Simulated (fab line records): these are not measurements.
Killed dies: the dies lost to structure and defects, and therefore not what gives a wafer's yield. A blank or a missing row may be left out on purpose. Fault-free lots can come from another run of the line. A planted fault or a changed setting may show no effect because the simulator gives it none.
Which tool was responsible? | flow n5_finfet | 24 lots, 72 wafers sampled, at 4 steps of a route of 1938

## WHAT EACH GAUGE READ, for each wafer
N5_BEOL_M11_OVL_MEAS_12.
lot  | measured     | on         | M11_OVL (nm)
L074 | day 10 05:05 | overlay-02 | 0.6 -0.4 -0.9
L075 | day 10 09:52 | overlay-02 | -1.8 -1.8 -1.2
L077 | day 10 21:38 | overlay-01 | 0.4 -0.2 -0.7
L076 | day 11 00:44 | overlay-01 | 0.1 0.7 1.7
L079 | day 11 02:40 | overlay-01 | 0.0 -0.2 -0.2
L078 | day 11 10:15 | overlay-01 | -1.3 -0.2 -0.3
L080 | day 11 23:37 | overlay-01 | -0.7 0.2 1.2
L083 | day 12 05:59 | overlay-02 | 1.1 0.0 0.6
L081 | day 12 06:17 | overlay-02 | -0.8 -0.7 -0.3
L082 | day 12 13:29 | overlay-01 | -0.4 -0.2 -0.7
L084 | day 13 00:41 | overlay-01 | 0.0 0.7 -0.2
L085 | day 13 07:46 | overlay-02 | 0.1 0.8 -0.5
L086 | day 14 00:55 | overlay-02 | 0.8 0.8 0.2
L089 | day 14 03:41 | overlay-02 | -0.3 0.4 0.1
L087 | day 14 03:59 | overlay-01 | 1.5 1.0 0.3
L088 | day 14 06:32 | overlay-01 | 1.3 0.2 1.3
L090 | day 14 21:01 | overlay-01 | 0.3 0.7 0.4
L091 | day 15 06:37 | overlay-02 | 0.4 0.3 0.7
L094 | day 15 13:21 | overlay-02 | -0.8 -1.0 0.8
L093 | day 15 19:07 | overlay-02 | -0.6 1.3 1.0
L095 | day 15 23:35 | overlay-01 | -0.4 -0.8 0.0
L092 | day 16 08:37 | overlay-02 | 0.6 -1.1 0.4
L096 | day 16 12:06 | overlay-02 | 0.4 -0.5 0.9
L097 | day 17 10:26 | overlay-02 | 0.4 -0.5 0.8

N5_BEOL_M12_CD_MEAS_10: the cd target is 140 nm.
lot  | measured     | on        | cd_nm (nm)
L074 | day 10 12:50 | cd_sem-02 | 138.3 140.7 142.5
L075 | day 10 15:50 | cd_sem-03 | 142.1 140.5 136.4
L077 | day 11 03:45 | cd_sem-01 | 139.2 137.6 138.4
L076 | day 11 07:37 | cd_sem-02 | 136.4 140.3 143.8
L079 | day 11 08:01 | cd_sem-03 | 143.3 140.5 138.9
L078 | day 11 18:05 | cd_sem-02 | 140.4 139.7 140.3
L080 | day 12 04:02 | cd_sem-02 | 142.1 142.1 139.8
L083 | day 12 11:47 | cd_sem-02 | 137.5 140.3 141.4
L081 | day 12 15:15 | cd_sem-03 | 141.7 140.5 138.9
L082 | day 12 20:07 | cd_sem-02 | 140.5 145.2 143.1
L084 | day 13 06:46 | cd_sem-03 | 141.1 136.9 144.6
L085 | day 13 15:14 | cd_sem-02 | 140.5 144.6 144.6
L086 | day 14 06:58 | cd_sem-03 | 142.5 140.0 138.9
L089 | day 14 09:19 | cd_sem-02 | 144.5 141.2 143.5
L087 | day 14 10:00 | cd_sem-03 | 142.3 140.2 143.0
L088 | day 14 12:45 | cd_sem-01 | 140.7 146.1 141.9
L090 | day 15 02:28 | cd_sem-01 | 141.2 142.2 140.1
L091 | day 15 12:19 | cd_sem-03 | 143.9 140.9 137.2
L094 | day 15 17:53 | cd_sem-03 | 135.1 138.5 138.0
L093 | day 16 02:10 | cd_sem-02 | 139.9 140.0 143.8
L095 | day 16 06:05 | cd_sem-01 | 138.1 138.9 145.4
L092 | day 16 14:22 | cd_sem-02 | 144.5 142.8 137.3
L096 | day 16 18:31 | cd_sem-01 | 139.9 144.4 142.7
L097 | day 17 15:35 | cd_sem-03 | 137.8 141.3 138.3

## TOOL THAT RAN EACH LOT (tool first, then ch and the chambers of the sampled wafers, then the start)
lot  | N5_BEOL_M11_VIA_ETCH_34            | N5_BEOL_M11_CURE_72
L074 | rie_diel-03 ch 0,1,2, day 10 09:42 | uv_cure-01 ch 1, day 10 10:11
L075 | rie_diel-04 ch 0,2, day 10 12:15   | uv_cure-03 ch 0, day 10 12:43
L077 | rie_diel-04 ch 2,3, day 11 00:26   | uv_cure-02 ch 2, day 11 01:04
L076 | rie_diel-06 ch 1,3, day 11 02:09   | uv_cure-03 ch 0, day 11 02:50
L079 | rie_diel-06 ch 1,2,3, day 11 04:57 | uv_cure-02 ch 0, day 11 05:26
L078 | rie_diel-04 ch 1,3, day 11 13:36   | uv_cure-01 ch 1, day 11 14:11
L080 | rie_diel-03 ch 0,2,3, day 12 01:06 | uv_cure-03 ch 1, day 12 01:43
L083 | rie_diel-06 ch 1,2,3, day 12 07:31 | uv_cure-02 ch 0, day 12 08:05
L081 | rie_diel-06 ch 1,2,3, day 12 10:17 | uv_cure-02 ch 0, day 12 10:49
L082 | rie_diel-06 ch 0,1,2, day 12 16:30 | uv_cure-02 ch 1, day 12 16:59
L084 | rie_diel-03 ch 2,3, day 13 03:14   | uv_cure-01 ch 0, day 13 03:43
L085 | rie_diel-06 ch 0,1,2, day 13 11:46 | uv_cure-02 ch 2, day 13 12:15
L086 | rie_diel-06 ch 1,3, day 14 03:10   | uv_cure-01 ch 2, day 14 03:54
L089 | rie_diel-03 ch 0,1,3, day 14 05:29 | uv_cure-01 ch 1, day 14 06:04
L087 | rie_diel-06 ch 0,1,3, day 14 05:38 | uv_cure-01 ch 2, day 14 06:22
L088 | rie_diel-03 ch 0,1, day 14 08:33   | uv_cure-01 ch 0, day 14 09:08
L090 | rie_diel-04 ch 0,1,2, day 14 23:16 | uv_cure-02 ch 0, day 14 23:44
L091 | rie_diel-06 ch 1,2,3, day 15 08:43 | uv_cure-03 ch 2, day 15 09:12
L094 | rie_diel-06 ch 2,3, day 15 14:49   | uv_cure-02 ch 0, day 15 15:21
L093 | rie_diel-04 ch 0,1,3, day 15 22:22 | uv_cure-02 ch 2, day 15 22:54
L095 | rie_diel-04 ch 1,3, day 16 00:57   | uv_cure-02 ch 1, day 16 01:26
L092 | rie_diel-03 ch 0,1,3, day 16 11:10 | uv_cure-02 ch 1, day 16 11:39
L096 | rie_diel-06 ch 1,2,3, day 16 13:28 | uv_cure-01 ch 0, day 16 13:56
L097 | rie_diel-06 ch 1,2, day 17 12:16   | uv_cure-01 ch 1, day 17 12:47
- N5_BEOL_M11_VIA_ETCH_34: etches SiCOH lowk in C4F6/O2, target depth 184.5 nm, time 69.2 s.
- N5_BEOL_M11_CURE_72: cures SiCOH lowk, time 120 s.

## AS READ BY THE TOOLS THEMSELVES (means over the sampled wafers that have a number; for cases with no such wafer, the mark the record gives instead)
N5_BEOL_M11_VIA_ETCH_34.
lot  | tool        | drypump_motor_current_A (A) | oes_ar_750_au (a.u.) | oes_product_au (a.u.) | rf_fwd_power_W (W) | rf_vpp_V (V) | showerhead_plenum_p_Torr (Torr) | throttle_valve_pct (%)
L074 | rie_diel-03 | 6.0                         | 0.86                 | 0.85                  | 341.7              | 649          | 2.80                            | 20.87
L075 | rie_diel-04 | 5.6                         | 0.80                 | 0.82                  | 342.1              | 673          | 2.79                            | 20.78
L077 | rie_diel-04 | 5.9                         | 0.86                 | 0.88                  | 341.7              | 688          | 2.85                            | 20.94
L076 | rie_diel-06 | 6.0                         | 0.80                 | 0.79                  | 342.2              | 641          | 2.78                            | 21.15
L079 | rie_diel-06 | 6.0                         | 0.85                 | 0.84                  | 343.0              | 659          | 2.82                            | 20.95
L078 | rie_diel-04 | 5.8                         | 0.75                 | 0.74                  | 342.0              | 658          | 2.75                            | 20.75
L080 | rie_diel-03 | 6.0                         | 0.91                 | 0.90                  | 341.5              | 651          | 2.90                            | 20.67
L083 | rie_diel-06 | 6.0                         | 0.83                 | 0.83                  | 342.3              | 658          | 2.82                            | 20.96
L081 | rie_diel-06 | 6.0                         | 0.83                 | 0.83                  | 342.7              | 659          | 2.82                            | 20.96
L082 | rie_diel-06 | 5.8                         | 0.89                 | 0.90                  | 343.2              | 669          | 2.91                            | 20.82
L084 | rie_diel-03 | 5.9                         | 0.91                 | 0.92                  | 342.4              | 655          | 2.97                            | 20.52
L085 | rie_diel-06 | 5.9                         | 0.88                 | 0.89                  | 342.9              | 669          | 2.91                            | 20.82
L086 | rie_diel-06 | 6.1                         | 0.78                 | 0.77                  | 343.2              | 641          | 2.77                            | 21.19
L089 | rie_diel-03 | 5.6                         | 0.82                 | 0.81                  | 341.8              | 653          | 2.87                            | 20.92
L087 | rie_diel-06 | 5.9                         | 0.83                 | 0.83                  | 342.9              | 652          | 2.86                            | 21.03
L088 | rie_diel-03 | 5.8                         | 0.80                 | 0.79                  | 342.0              | 649          | 2.81                            | 21.09
L090 | rie_diel-04 | 5.9                         | 0.75                 | 0.76                  | 341.9              | 675          | 2.86                            | 20.87
L091 | rie_diel-06 | 6.0                         | 0.80                 | 0.81                  | 342.6              | 658          | 2.81                            | 21.00
L094 | rie_diel-06 | 5.9                         | 0.80                 | 0.81                  | 342.4              | 668          | 2.85                            | 20.82
L093 | rie_diel-04 | 5.7                         | 0.72                 | 0.72                  | 341.9              | 659          | 2.75                            | 20.78
L095 | rie_diel-04 | 6.0                         | 0.70                 | 0.70                  | 342.8              | 661          | 2.83                            | 20.83
L092 | rie_diel-03 | 5.6                         | 0.80                 | 0.78                  | 342.6              | 653          | 2.86                            | 20.97
L096 | rie_diel-06 | 6.0                         | 0.80                 | 0.79                  | 343.1              | 659          | 2.81                            | 21.01
L097 | rie_diel-06 | 6.0                         | 0.82                 | 0.82                  | 341.4              | 675          | 2.85                            | 20.81

N5_BEOL_M11_CURE_72.
lot  | tool       | lamp_power_pct (%) | wafer_temp_C_max
L074 | uv_cure-01 | 52.31              | 371.7
L075 | uv_cure-03 | 52.28              | 371.7
L077 | uv_cure-02 | 52.39              | 371.9
L076 | uv_cure-03 | 52.30              | 371.6
L079 | uv_cure-02 | 52.33              | 372.1
L078 | uv_cure-01 | 52.25              | 372.2
L080 | uv_cure-03 | 52.32              | 373.6
L083 | uv_cure-02 | 52.30              | 372.3
L081 | uv_cure-02 | 52.37              | 372.0
L082 | uv_cure-02 | 52.24              | 371.5
L084 | uv_cure-01 | 52.32              | 373.0
L085 | uv_cure-02 | 52.35              | 372.4
L086 | uv_cure-01 | 52.35              | 372.9
L089 | uv_cure-01 | 52.37              | 372.0
L087 | uv_cure-01 | 52.30              | 372.6
L088 | uv_cure-01 | 52.34              | 372.6
L090 | uv_cure-02 | 52.32              | 372.2
L091 | uv_cure-03 | 52.33              | 372.5
L094 | uv_cure-02 | 52.29              | 372.0
L093 | uv_cure-02 | 52.31              | 371.5
L095 | uv_cure-02 | 52.32              | 370.9
L092 | uv_cure-02 | 52.33              | 370.9
L096 | uv_cure-01 | 52.34              | 372.9
L097 | uv_cure-01 | 52.30              | 372.0

## THE ANSWER, worked out from the rows above alone
Rule: what is usual is taken from the lots themselves. The widest of any qualifying gaps counts: lots, ordered by their means at a reading, are off when they make up no more than a third of the lots, leave a main group of 4 or more, and stand apart from it by 3 or more times the standard deviation of that group's means. A main group whose means are all the same, to the digits that the tables above print for the reading, isn't used. Also off: a lot with no number at a reading for which 4 or more lots have one. Any other lot the step has rows for is counted as sound. After the gauges, taken in route order, come the tools' own readings; for these a lot's mean is taken, as printed above. The first step at which some lot is off is used, and at that step the reading that is off furthest; a lot without a number counts as furthest.
Nothing can be told from this: no lot is off at any reading shown.

## WHAT WAS PUT IN BY THE SIMULATOR
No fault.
